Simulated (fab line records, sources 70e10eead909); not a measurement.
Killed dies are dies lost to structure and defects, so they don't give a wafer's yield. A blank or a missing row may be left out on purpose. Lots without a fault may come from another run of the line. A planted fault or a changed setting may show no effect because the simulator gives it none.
fab line records | flow nand_harc
record lots=24 wafers=72 last_day=34
route steps=1302 shown P_M2@343 P_BONDPAD@364 A_CHANNEL_HOLE_D1@465
lots that met no fault: from a run of the same line without faults
start_h: hours from the record's first day to the start of the lot's first wafer shown | wait_h: hours since the lot's step before | " the same as in the row above | L1.1+2: a row that stands for several wafers | - no value, or no start given | * or withheld: withheld | < > ~ a bound
route shown NAME@n: a module of which the file shows steps, and the number in the route of the first | usual: mean/standard deviation of fault-free wafers | same: alike in all rows | chamber/n: place in a boat | sites: the reading at each site | _std_site: their standard deviation | _edge_site: outer sites' mean less inner sites' | radius_mm: how far each site lies from the wafer's centre | mask NAME#n: copy n | behind: the tool/chamber that last shaped the wafer | hold: why the lot was held/for how many hours/how that ended | device: the transistor (n, p or np) that didn't switch | end of line: the same wafers' tests at the end of the route | a step without rows: its recipe alone | killed: dies lost to structure and defects at the first sort, not the wafer's yield | map: a wafer's dies, x killed, . not, _ none there
set.NAME: the setting as run; set.NAME@STEP: as run at that earlier step | model.NAME: the simulator's own value behind a step, which no gauge read
steps of the route over a sample of lots; a table a step, a row a wafer
services: from which hour (start_h, from the record's first day; less than 0 if before it) a tool's chamber was out of use, for how many hours, and why
## steps
# step NHARC_P_M2_ANNEAL_31
# recipe temp_c=225 time_s=90
# usual anneal_temp_c_max=225.93/0.2 wafer_temp_C_max=226.1/0.5
# columns lot.wafer tool chamber start_h wait_h anneal_temp_c_max wafer_temp_C_max
L074.1 rtp_anneal-02 0 132.47 0.3 225.59 226.1
L074.4 " 0 " " 225.67 226.6
L074.6 " 0 " " 225.58 226.4
L075.2 rtp_anneal-01 0 145.87 0.4 226.14 225.5
L075.5 " 0 " " 226.14 225.5
L075.6 " 0 " " 226.01 225.7
L076.1 rtp_anneal-02 0 149.66 - 226.10 226.8
L076.2 " 0 " " 226.08 226.6
L076.5 " 0 " " 225.77 226.7
L077.4 rtp_anneal-02 0 161.17 0.4 225.84 226.3
L077.5 " 0 " " 225.79 226.2
L077.6 " 0 " " 226.15 226.3
L078.3 rtp_anneal-02 0 176.68 - 225.94 226.3
L078.5 " 0 " " 226.13 226.5
L078.6 " 0 " " 225.81 226.8
L079.2 rtp_anneal-02 0 179.65 0.3 225.87 226.1
L079.4 " 0 " " 225.89 226.6
L079.5 " 0 " " 225.80 227.4
L080.4 rtp_anneal-01 0 199.47 0.3 225.88 225.7
L080.5 " 0 " " 225.87 225.8
L080.6 " 0 " " 225.58 225.5
L081.2 rtp_anneal-02 0 199.51 0.4 225.79 226.6
L081.5 " 0 " " 226.08 226.5
L081.6 " 0 " " 226.21 226.3
L082.1 rtp_anneal-01 0 217.93 - 226.26 225.6
L082.2 " 0 " " 226.04 225.6
L082.4 " 0 " " 226.41 225.8
L083.1 rtp_anneal-01 0 225.56 0.3 225.84 225.4
L083.2 " 0 " " 225.84 225.7
L083.3 " 0 " " 225.91 225.6
L084.2 rtp_anneal-01 0 238.64 - 225.98 225.6
L084.3 " 0 " " 225.89 225.8
L084.6 " 0 " " 225.82 225.5
L085.1 rtp_anneal-02 0 243.98 0.3 225.95 226.1
L085.3 " 0 " " 225.71 226.7
L085.4 " 0 " " 225.88 226.1
L086.1 rtp_anneal-02 0 244.90 0.3 226.03 226.6
L086.2 " 0 " " 225.55 226.9
L086.5 " 0 " " 226.02 226.4
L087.1 rtp_anneal-01 0 259.78 0.3 226.22 225.8
L087.5 " 0 " " 225.61 225.5
L087.6 " 0 " " 225.74 225.5
L089.2 rtp_anneal-02 0 284.77 0.5 226.00 226.2
L089.4 " 0 " " 225.97 226.2
L089.6 " 0 " " 225.90 227.0
L088.1 rtp_anneal-01 0 285.69 - 226.31 225.5
L088.5 " 0 " " 225.86 225.9
L088.6 " 0 " " 225.64 225.4
L090.1 rtp_anneal-02 0 299.13 - 226.12 226.8
L090.4 " 0 " " 225.88 227.0
L090.5 " 0 " " 225.90 226.9
L091.1 rtp_anneal-01 0 310.62 0.3 226.31 225.8
L091.2 " 0 " " 226.05 225.7
L091.3 " 0 " " 226.11 225.8
L092.1 rtp_anneal-02 0 311.47 0.3 226.08 226.8
L092.3 " 0 " " 226.02 226.9
L092.4 " 0 " " 226.06 226.4
L093.1 rtp_anneal-01 0 322.00 - 226.35 225.7
L093.2 " 0 " " 225.83 225.5
L093.4 " 0 " " 225.89 225.7
L094.1 rtp_anneal-01 0 327.36 0.3 225.83 225.6
L094.2 " 0 " " 226.13 225.8
L094.5 " 0 " " 225.92 225.8
L095.3 rtp_anneal-01 0 339.98 0.3 225.93 225.7
L095.4 " 0 " " 225.66 225.8
L095.6 " 0 " " 226.08 225.7
L096.1 rtp_anneal-02 0 355.12 - 226.15 226.4
L096.2 " 0 " " 225.67 227.0
L096.6 " 0 " " 226.07 226.3
L097.2 rtp_anneal-02 0 357.94 0.3 225.86 226.6
L097.5 " 0 " " 225.95 227.1
L097.6 " 0 " " 225.94 226.5
# step NHARC_P_M2_THK_MEAS_24
# recipe thk_meas_gauge=xrf
# usual thk_nm=144.6/1.5
# columns lot.wafer tool chamber start_h wait_h thk_nm
L074.1 film_metro-02 - 133.13 - 143.4
L074.4 " - " " 146.6
L074.6 " - " " 143.4
L075.2 film_metro-01 - 146.47 - 143.1
L075.5 " - " " 141.9
L075.6 " - " " 142.1
L076.1 film_metro-02 - 150.33 - 145.2
L076.2 " - " " 142.5
L076.5 " - " " 145.8
L077.4 film_metro-02 - 161.67 - 147.7
L077.5 " - " " 144.3
L077.6 " - " " 147.0
L078.3 film_metro-02 - 177.23 - 142.0
L078.5 " - " " 145.3
L078.6 " - " " 145.0
L079.2 film_metro-02 - 180.26 - 144.8
L079.4 " - " " 145.3
L079.5 " - " " 144.8
L080.4 film_metro-02 - 199.98 - 144.9
L080.5 " - " " 146.2
L080.6 " - " " 143.9
L081.2 film_metro-01 - 200.13 - 144.4
L081.5 " - " " 145.4
L081.6 " - " " 146.0
L082.1 film_metro-01 - 218.60 - 144.8
L082.2 " - " " 144.6
L082.4 " - " " 148.2
L083.1 film_metro-02 - 226.22 - 145.3
L083.2 " - " " 145.8
L083.3 " - " " 141.6
L084.2 film_metro-01 - 239.25 - 143.8
L084.3 " - " " 143.7
L084.6 " - " " 144.0
L085.1 film_metro-02 - 244.64 - 146.0
L085.3 " - " " 145.1
L085.4 " - " " 145.6
L086.1 film_metro-01 - 245.57 - 142.5
L086.2 " - " " 144.0
L086.5 " - " " 147.3
L087.1 film_metro-01 - 260.43 - 145.2
L087.5 " - " " 148.4
L087.6 " - " " 143.8
L089.2 film_metro-01 - 285.40 - 146.1
L089.4 " - " " 145.6
L089.6 " - " " 142.3
L088.1 film_metro-02 - 286.34 - 144.4
L088.5 " - " " 142.6
L088.6 " - " " 146.0
L090.1 film_metro-01 - 299.78 - 145.4
L090.4 " - " " 145.3
L090.5 " - " " 145.5
L091.1 film_metro-02 - 311.28 - 144.3
L091.2 " - " " 143.6
L091.3 " - " " 143.6
L092.1 film_metro-01 - 312.13 - 143.7
L092.3 " - " " 145.6
L092.4 " - " " 144.8
L093.1 film_metro-01 - 322.66 - 145.3
L093.2 " - " " 145.6
L093.4 " - " " 145.6
L094.1 film_metro-02 - 328.02 - 142.6
L094.2 " - " " 145.2
L094.5 " - " " 141.9
L095.3 film_metro-01 - 340.54 - 142.7
L095.4 " - " " 143.4
L095.6 " - " " 143.7
L096.1 film_metro-02 - 355.77 - 142.7
L096.2 " - " " 142.2
L096.6 " - " " 145.5
L097.2 film_metro-02 - 358.55 - 145.8
L097.5 " - " " 145.9
L097.6 " - " " 146.6
# step NHARC_P_BONDPAD_CD_MEAS_09
# recipe target_cd_nm=500 landing_energy_ev=500
# usual cd_nm=498.7/2.6
# columns lot.wafer tool chamber start_h wait_h cd_nm
L074.1 cd_sem-02 0 135.06 - 500.0
L074.4 " 0 " " 503.7
L074.6 " 0 " " 500.6
L075.2 cd_sem-03 0 148.41 - 497.6
L075.5 " 0 " " 498.4
L075.6 " 0 " " 496.3
L076.1 cd_sem-03 0 152.26 - 497.0
L076.2 " 0 " " 499.4
L076.5 " 0 " " 497.8
L077.4 cd_sem-01 0 163.62 - 498.9
L077.5 " 0 " " 499.3
L077.6 " 0 " " 502.1
L078.3 cd_sem-03 0 179.17 - 500.8
L078.5 " 0 " " 501.3
L078.6 " 0 " " 500.1
L079.2 cd_sem-03 0 182.08 - 495.8
L079.4 " 0 " " 494.4
L079.5 " 0 " " 496.3
L080.4 cd_sem-02 0 201.90 - 497.6
L080.5 " 0 " " 497.1
L080.6 " 0 " " 495.3
L081.2 cd_sem-01 0 202.06 - 501.9
L081.5 " 0 " " 502.3
L081.6 " 0 " " 503.2
L082.1 cd_sem-03 0 220.53 - 502.0
L082.2 " 0 " " 496.5
L082.4 " 0 " " 498.1
L083.1 cd_sem-02 0 228.18 - 495.7
L083.2 " 0 " " 498.2
L083.3 " 0 " " 497.7
L084.2 cd_sem-03 0 241.11 - 499.6
L084.3 " 0 " " 501.3
L084.6 " 0 " " 497.8
L085.1 cd_sem-01 0 246.60 - 497.9
L085.3 " 0 " " 497.5
L085.4 " 0 " " 496.9
L086.1 cd_sem-01 0 247.54 - 495.4
L086.2 " 0 " " 494.6
L086.5 " 0 " " 494.1
L087.1 cd_sem-03 0 262.37 - 503.1
L087.5 " 0 " " 503.7
L087.6 " 0 " " 504.6
L089.2 cd_sem-01 0 287.35 - 494.9
L089.4 " 0 " " 494.9
L089.6 " 0 " " 498.2
L088.1 cd_sem-03 0 288.29 - 500.7
L088.5 " 0 " " 500.2
L088.6 " 0 " " 500.7
L090.1 cd_sem-03 0 301.60 - 503.7
L090.4 " 0 " " 500.5
L090.5 " 0 " " 502.8
L091.1 cd_sem-03 0 313.22 - 498.3
L091.2 " 0 " " 494.9
L091.3 " 0 " " 499.0
L092.1 cd_sem-02 0 314.07 - 496.5
L092.3 " 0 " " 499.3
L092.4 " 0 " " 501.7
L093.1 cd_sem-01 0 324.69 - 501.5
L093.2 " 0 " " 500.8
L093.4 " 0 " " 501.7
L094.1 cd_sem-01 0 329.80 - 499.0
L094.2 " 0 " " 498.3
L094.5 " 0 " " 498.4
L095.3 cd_sem-01 0 342.46 - 498.1
L095.4 " 0 " " 499.1
L095.6 " 0 " " 496.1
L096.1 cd_sem-02 0 357.70 - 498.3
L096.2 " 0 " " 496.1
L096.6 " 0 " " 495.7
L097.2 cd_sem-01 0 360.36 - 495.1
L097.5 " 0 " " 496.2
L097.6 " 0 " " 496.0
# step NHARC_P_BONDPAD_CMP_19
# recipe t_overpolish_s=30 cu_recess_touch_s=16 target_thk_nm=160.81
# usual motor_current_A=11.6/1.4 overpolish_run_s=30.000/0.0089
# columns lot.wafer tool chamber start_h wait_h motor_current_A overpolish_run_s
L074.1 cmp-04 0 137.31 - 11.2 30.000
L074.4 " 1 " " 13.0 30.013
L074.6 " 1 " " 13.2 30.006
L075.2 cmp-03 3 150.67 - 11.5 29.993
L075.6 " 2 " " 12.8 29.997
L075.5 " 3 " " 10.7 29.996
L076.1 cmp-03 1 154.55 - 10.1 30.000
L076.2 " 2 " " 12.4 30.002
L076.5 " 0 " " 8.4 30.009
L077.4 cmp-04 1 165.84 - 12.7 30.021
L077.6 " 1 " " 12.5 29.996
L077.5 " 2 " " 12.9 29.993
L078.3 cmp-02 3 181.49 - 12.2 29.994
L078.5 " 2 " " 11.0 29.993
L078.6 " 3 " " 11.3 29.985
L079.2 cmp-03 2 184.33 - 13.0 30.013
L079.4 " 3 " " 10.7 30.017
L079.5 " 3 " " 12.0 29.994
L080.4 cmp-03 3 204.19 - 11.8 29.998
L080.6 " 1 " " 11.0 29.993
L080.5 " 2 " " 11.9 30.012
L081.2 cmp-04 1 204.35 - 13.0 29.994
L081.5 " 1 " " 13.9 29.991
L081.6 " 2 " " 13.8 29.995
L082.4 cmp-02 1 222.85 - 11.4 30.005
L082.1 " 2 " " 11.6 29.996
L082.2 " 3 " " 11.8 29.996
L083.3 cmp-04 3 230.45 - 13.0 30.009
L083.2 " 1 " " 12.9 29.988
L083.1 " 2 " " 13.4 30.008
L084.2 cmp-03 2 243.38 - 12.4 30.014
L084.3 " 3 " " 11.6 30.010
L084.6 " 2 " " 12.5 30.014
L085.3 cmp-02 3 249.32 - 12.2 29.990
L085.1 " 1 " " 12.1 29.990
L085.4 " 2 " " 11.0 29.995
L086.2 cmp-03 2 249.86 - 12.9 29.998
L086.1 " 3 " " 11.3 29.986
L086.5 " 1 " " 10.4 29.995
L087.1 cmp-03 3 264.69 - 11.6 30.000
L087.5 " 0 " " 8.3 30.004
L087.6 " 1 " " 10.4 30.009
L089.2 cmp-03 3 289.57 - 11.2 29.989
L089.4 " 0 " " 8.0 29.998
L089.6 " 3 " " 11.9 30.000
L088.1 cmp-04 1 290.64 - 14.0 29.985
L088.5 " 2 " " 13.5 30.007
L088.6 " 3 " " 13.0 30.008
L090.1 cmp-02 1 303.84 - 11.7 30.013
L090.4 " 2 " " 11.4 30.006
L090.5 " 2 " " 11.5 30.003
L091.1 cmp-04 1 315.48 - 12.7 30.003
L091.2 " 2 " " 13.4 30.003
L091.3 " 3 " " 13.1 29.999
L092.4 cmp-02 0 316.30 - 10.9 30.002
L092.1 " 1 " " 11.9 29.994
L092.3 " 2 " " 11.0 30.003
L093.4 cmp-04 2 326.92 - 13.6 30.005
L093.2 " 3 " " 13.3 29.987
L093.1 " 1 " " 13.5 30.003
L094.1 cmp-02 3 332.09 - 11.5 29.999
L094.2 " 1 " " 11.5 30.003
L094.5 " 0 " " 10.5 30.015
L095.3 cmp-03 3 344.72 - 11.2 30.006
L095.4 " 2 " " 12.0 29.998
L095.6 " 3 " " 11.8 30.003
L096.1 cmp-02 1 359.94 - 11.2 30.009
L096.2 " 0 " " 10.3 30.006
L096.6 " 2 " " 11.3 30.011
L097.2 cmp-04 0 362.72 - 11.3 30.006
L097.5 " 1 " " 13.5 29.983
L097.6 " 2 " " 13.0 30.005
# step NHARC_A_CHANNEL_HOLE_D1_DESCUM_15
# recipe time_s=3 o2_flow_sccm=200 ar_flow_sccm=0 bias_power_w=0 chemistry=O2
# usual drypump_motor_current_A=5.9/0.42 mfc_ar_sccm=0.002/0.0049 oes_product_au=1.003/0.0092 rf_vpp_V=57.5/0.9 showerhead_plenum_p_Torr=1.87/0.065 throttle_valve_pct=11.312/0.01
# columns lot.wafer tool chamber start_h wait_h drypump_motor_current_A mfc_ar_sccm oes_product_au rf_hours_counter_h rf_vpp_V showerhead_plenum_p_Torr throttle_valve_pct
L074.1 rie_diel-09 1 182.49 0.1 6.1 0 1.006 2 57.9 1.94 11.310
L074.4 " 2 " " 6.1 0 0.982 2 56.8 1.88 11.326
L074.6 " 3 " " 5.5 0 1.005 - 56.8 1.80 11.305
L075.2 rie_diel-09 2 192.19 0.1 6.0 0 0.993 3 58.7 1.88 11.296
L075.5 " 1 " " 6.1 0 1.006 - 58.1 1.94 11.297
L075.6 " 2 " " 6.0 0 0.996 - 57.9 1.88 11.311
L076.2 rie_diel-09 3 202.16 0.1 5.5 0 1.011 4 56.5 1.80 11.329
L076.1 " 2 " " 6.0 0 0.985 4 56.9 1.88 11.318
L076.5 " 3 " " 5.5 0 1.006 - 57.2 1.80 11.310
L077.4 rie_diel-09 2 206.97 0.1 6.0 0 1.000 5 57.5 1.88 11.302
L077.5 " 3 " " 5.5 0 1.005 - 58.4 1.80 11.322
L077.6 " 0 " " 6.4 0 1.016 - 56.8 1.85 11.301
L078.3 rie_diel-09 1 223.66 0.1 6.1 0 1.007 6 56.9 1.94 11.322
L078.6 " 0 " " 6.4 0 1.013 - 57.5 1.85 11.312
L078.5 " 1 " " 6.1 0 1.015 - 56.4 1.94 11.304
L079.2 rie_diel-09 0 223.80 0.1 6.4 0 1.008 6 58.1 1.85 11.320
L079.4 " 1 " " 6.1 0 1.006 6 57.5 1.94 11.304
L079.5 " 0 " " 6.4 0 1.009 - 57.4 1.85 11.296
L081.2 rie_diel-09 0 248.60 0.1 6.4 0 1.016 8 57.3 1.85 11.318
L081.5 " 1 " " 6.1 0 1.008 - 58.2 1.94 11.318
L081.6 " 2 " " 6.0 0 0.990 - 57.8 1.88 11.319
L080.4 rie_diel-07 2 250.04 0.1 5.9 0.020 1.015 40 57.8 1.81 11.307
L080.6 " 1 " " 5.8 0 0.997 - 57.1 1.93 11.325
L080.5 " 2 " " 5.9 0.020 1.011 - 56.5 1.81 11.307
L082.2 rie_diel-09 0 264.89 0.1 6.4 0 1.005 10 57.5 1.85 11.315
L082.1 " 1 " " 6.1 0 1.003 10 58.6 1.94 11.311
L082.4 " 3 " " 5.5 0 1.006 11 58.6 1.80 11.324
L083.3 rie_diel-10 1 277.91 0.1 5.9 0.017 1.007 4 57.8 1.80 11.298
L083.1 " 3 " " 5.0 0.009 0.997 8 58.2 1.86 11.326
L083.2 " 0 " " 5.9 0.004 1.023 9 58.9 2.07 11.307
L084.2 rie_diel-09 0 285.70 0.1 6.4 0 1.014 11 57.0 1.85 11.310
L084.3 " 1 " " 6.1 0 1.010 11 57.0 1.94 11.314
L084.6 " 0 " " 6.4 0 1.014 - 57.3 1.84 11.298
L085.1 rie_diel-10 1 292.67 0.1 5.9 0.017 1.004 8 56.5 1.80 11.330
L085.3 " 2 " " 4.8 0.012 0.998 10 57.6 1.85 11.312
L085.4 " 0 " " 6.0 0.004 1.016 13 57.5 2.07 11.323
L086.1 rie_diel-10 1 293.88 0.1 5.9 0.017 0.999 9 58.5 1.80 11.316
L086.2 " 3 " " 5.0 0.009 0.986 13 56.3 1.86 11.316
L086.5 " 1 " " 5.9 0.017 1.000 - 58.8 1.80 11.304
L087.1 rie_diel-09 0 304.40 0.1 6.4 0 1.015 13 56.2 1.84 11.309
L087.5 " 3 " " 5.6 0 1.011 - 57.3 1.80 11.314
L087.6 " 0 " " 6.4 0 1.012 - 56.9 1.84 11.300
L088.1 rie_diel-09 3 334.33 0.1 5.5 0 1.002 0 56.4 1.79 11.327
L088.6 " 2 " " 6.0 0 0.990 - 57.7 1.88 11.303
L088.5 " 3 " " 5.5 0 0.990 - 56.8 1.79 11.317
L089.2 rie_diel-09 2 335.98 0.1 6.0 0 1.002 1 57.6 1.88 11.299
L089.4 " 3 " " 5.5 0 0.999 1 56.6 1.79 11.320
L089.6 " 2 " " 6.0 0 0.999 - 55.9 1.88 11.320
L090.1 rie_diel-10 0 350.06 0.1 6.0 0.004 1.021 38 57.2 2.06 11.318
L090.4 " 0 " " 6.0 0.004 1.027 - 58.7 2.06 11.310
L090.5 " 2 " " 4.8 0.012 1.005 - 57.0 1.85 11.308
L092.3 rie_diel-09 1 358.57 0.1 6.1 0 0.999 2 56.4 1.94 11.314
L092.4 " 3 " " 5.5 0 1.001 2 56.8 1.79 11.324
L092.1 " 0 " " 6.4 0 1.012 2 59.2 1.84 11.319
L091.1 rie_diel-09 1 358.73 0.1 6.1 0 0.998 2 59.9 1.94 11.326
L091.3 " 2 " " 6.1 0 0.992 2 57.0 1.88 11.303
L091.2 " 3 " " 5.5 0 0.983 2 56.8 1.79 11.318
L093.4 rie_diel-09 3 366.33 0.1 5.5 0 0.996 3 57.1 1.79 11.300
L093.2 " 0 " " 6.4 0 0.997 3 55.7 1.84 11.303
L093.1 " 2 " " 6.1 0 0.995 4 58.2 1.88 11.316
L094.2 rie_diel-09 1 381.71 0.1 6.0 0 1.001 5 57.4 1.94 11.325
L094.1 " 3 " " 5.5 0 0.996 4 56.9 1.79 11.304
L094.5 " 1 " " 6.1 0 1.009 - 59.4 1.94 11.322
L095.3 rie_diel-09 0 392.82 0.1 6.4 0 0.999 5 58.1 1.84 11.313
L095.4 " 1 " " 6.1 0 1.014 5 57.1 1.94 11.316
L095.6 " 1 " " 6.1 0 1.012 - 58.1 1.94 11.317
L097.2 rie_diel-09 2 404.69 0.1 6.1 0 0.989 6 57.9 1.87 11.324
L097.6 " 1 " " 6.1 0 1.010 - 57.9 1.94 11.301
L097.5 " 2 " " 6.1 0 0.992 - 56.8 1.88 11.300
L096.2 rie_diel-09 2 405.99 0.1 6.0 0 1.002 7 57.4 1.87 11.293
L096.1 " 3 " " 5.5 0 0.995 7 56.3 1.79 11.330
L096.6 " 1 " " 6.0 0 1.009 - 57.7 1.94 11.327
# step NHARC_A_CHANNEL_HOLE_D1_ETCH_24
# recipe bias_v=5000 source_w=withheld pressure_mtorr=20 time_s=906.2 ar_flow_sccm=375 c4f8_flow_sccm=93.8 o2_flow_sccm=31.2 temp_c=-20 target_depth_a=15000 chemistry=C4F8/O2/Ar
# usual drypump_motor_current_A=5.72/0.15 mfc_ar_sccm=375.2/1 showerhead_plenum_p_Torr=3.58/0.097 throttle_valve_pct=32.235/0.0095
# columns lot.wafer tool chamber start_h wait_h drypump_motor_current_A mfc_ar_sccm rf_hours_counter_h showerhead_plenum_p_Torr throttle_valve_pct
L074.1 har_etch-02 1 185.76 0.6 5.95 374.4 308 3.76 32.228
L074.4 " 0 " " 5.80 373.5 - 3.51 32.228
L074.6 " 1 " " 5.92 374.8 - 3.76 32.231
L075.2 har_etch-01 1 195.49 0.6 5.58 376.5 98 3.66 32.236
L075.5 " 1 " " 5.59 375.3 - 3.66 32.225
L075.6 " 0 " " 5.59 375.6 - 3.55 32.239
L076.1 har_etch-01 1 205.47 0.6 5.59 374.5 105 3.66 32.238
L076.2 " 0 " " 5.59 374.4 105 3.54 32.222
L076.5 " 0 " " 5.58 375.2 - 3.54 32.239
L077.4 har_etch-02 1 210.63 0.6 5.95 373.7 - 3.75 32.242
L077.5 " 0 " " 5.74 375.0 - 3.50 32.243
L077.6 " 1 " " 5.96 375.4 - 3.75 32.228
L078.3 har_etch-01 0 228.09 0.6 5.58 377.6 - 3.54 32.224
L078.5 " 1 " " 5.62 376.1 - 3.65 32.232
L078.6 " 0 " " 5.59 377.5 - 3.54 32.229
L079.2 har_etch-02 1 229.57 0.6 5.95 375.3 334 3.74 32.238
L079.4 " 0 " " 5.80 375.6 - 3.49 32.204
L079.5 " 1 " " 5.95 374.2 - 3.74 32.221
L081.2 har_etch-01 1 251.89 0.6 5.61 373.2 128 3.64 32.236
L081.6 " 1 " " 5.61 375.0 - 3.64 32.222
L081.5 " 0 " " 5.59 374.5 - 3.53 32.236
L080.4 har_etch-02 1 253.59 0.6 5.95 375.0 - 3.73 32.233
L080.6 " 1 " " 5.96 375.0 - 3.73 32.256
L080.5 " 0 " " 5.78 375.5 - 3.49 32.217
L082.1 har_etch-02 1 268.21 0.6 5.96 375.4 349 3.73 32.242
L082.2 " 0 " " 5.79 375.5 334 3.48 32.245
L082.4 " 1 " " 5.96 376.6 - 3.73 32.225
L083.2 har_etch-01 1 282.21 0.6 5.60 373.5 147 3.63 32.244
L083.1 " 0 " " 5.60 375.8 147 3.52 32.233
L083.3 " 0 " " 5.59 377.7 - 3.52 32.235
L084.2 har_etch-02 1 289.12 0.6 5.95 375.5 365 3.72 32.233
L084.3 " 1 " " 5.99 374.5 - 3.72 32.234
L084.6 " 1 " " 5.97 374.4 - 3.72 32.226
L085.1 har_etch-01 1 295.99 0.6 5.57 376.3 155 3.63 32.221
L085.4 " 1 " " 5.59 375.8 - 3.63 32.222
L085.3 " 0 " " 5.59 374.1 - 3.52 32.232
L086.2 har_etch-02 0 299.59 0.6 5.76 375.1 358 3.47 32.230
L086.1 " 1 " " 5.95 375.8 373 3.72 32.243
L086.5 " 0 " " 5.78 374.5 - 3.47 32.239
L087.1 har_etch-01 1 307.71 0.6 5.58 375.0 159 3.63 32.229
L087.5 " 1 " " 5.60 374.8 - 3.63 32.231
L087.6 " 0 " " 5.57 375.1 - 3.52 32.235
L088.1 har_etch-02 1 337.77 0.6 5.94 373.5 392 3.71 32.247
L088.5 " 0 " " 5.78 375.4 - 3.46 32.225
L088.6 " 1 " " 5.95 373.7 - 3.71 32.247
L089.2 har_etch-02 1 341.82 0.6 5.94 374.8 396 3.71 32.240
L089.4 " 0 " " 5.73 375.7 - 3.46 32.230
L089.6 " 1 " " 5.94 374.0 - 3.71 32.215
L090.1 har_etch-01 1 354.12 0.6 5.60 375.1 189 3.61 32.257
L090.4 " 1 " " 5.59 374.7 - 3.61 32.228
L090.5 " 0 " " 5.58 374.7 - 3.50 32.250
L092.1 har_etch-02 1 362.76 0.6 5.95 375.3 411 3.70 32.229
L092.4 " 0 " " 5.78 375.3 - 3.45 32.231
L092.3 " 1 " " 5.93 375.9 - 3.70 32.240
L091.1 har_etch-01 0 362.85 0.6 5.61 376.0 197 3.50 32.246
L091.2 " 1 " " 5.60 374.9 197 3.61 32.242
L091.3 " 0 " " 5.59 374.6 - 3.50 32.218
L093.2 har_etch-02 0 369.66 0.6 5.78 374.7 400 3.45 32.240
L093.1 " 1 " " 5.96 375.1 415 3.70 32.251
L093.4 " 1 " " 5.95 375.3 - 3.70 32.239
L094.1 har_etch-01 0 388.15 0.6 5.59 375.8 205 3.49 32.260
L094.2 " 1 " " 5.60 372.7 205 3.60 32.245
L094.5 " 1 " " 5.60 373.7 - 3.60 32.229
L095.3 har_etch-01 0 400.28 0.6 5.60 375.6 - 3.49 32.229
L095.4 " 1 " " 5.61 375.5 - 3.60 32.244
L095.6 " 0 " " 5.58 375.3 - 3.49 32.225
L097.2 har_etch-01 0 408.47 0.6 5.62 376.4 224 3.48 32.230
L097.5 " 1 " " 5.61 373.2 - 3.59 32.236
L097.6 " 0 " " 5.59 376.0 - 3.48 32.239
L096.2 har_etch-01 1 412.51 0.6 5.58 376.7 228 3.59 32.238
L096.1 " 0 " " 5.57 375.8 228 3.48 32.249
L096.6 " 1 " " 5.59 376.2 - 3.59 32.246
## services
# columns tool chamber start_h hours kind
cmp-04 - 111.04 4.0 pm
cmp-02 - 125.01 0.2 repair
har_etch-01 - 129.05 2.1 repair
cmp-02 - 136.15 4.0 pm
rie_diel-09 - 143.10 9.0 pm
cmp-04 - 151.82 0.7 repair
cmp-02 - 154.03 0.6 repair
cmp-04 - 161.08 2.8 repair
cmp-03 - 162.06 4.0 pm
cmp-04 - 209.11 4.0 pm
cmp-03 - 227.05 3.7 repair
har_etch-01 - 248.26 1.4 repair
cmp-04 - 258.68 0.9 repair
cmp-03 - 260.06 4.0 pm
cmp-03 - 290.37 2.7 repair
rie_diel-09 1 306.42 6.5 repair
cmp-04 - 307.11 4.0 pm
rie_diel-09 - 320.10 9.0 pm
cmp-03 - 327.36 4.2 repair
cmp-03 - 340.83 1.1 repair
cmp-03 - 358.06 4.0 pm
rtp_anneal-01 - 372.00 12.0 pm
har_etch-02 - 377.00 17.0 pm
cmp-04 - 405.19 4.0 pm
## key
fault none
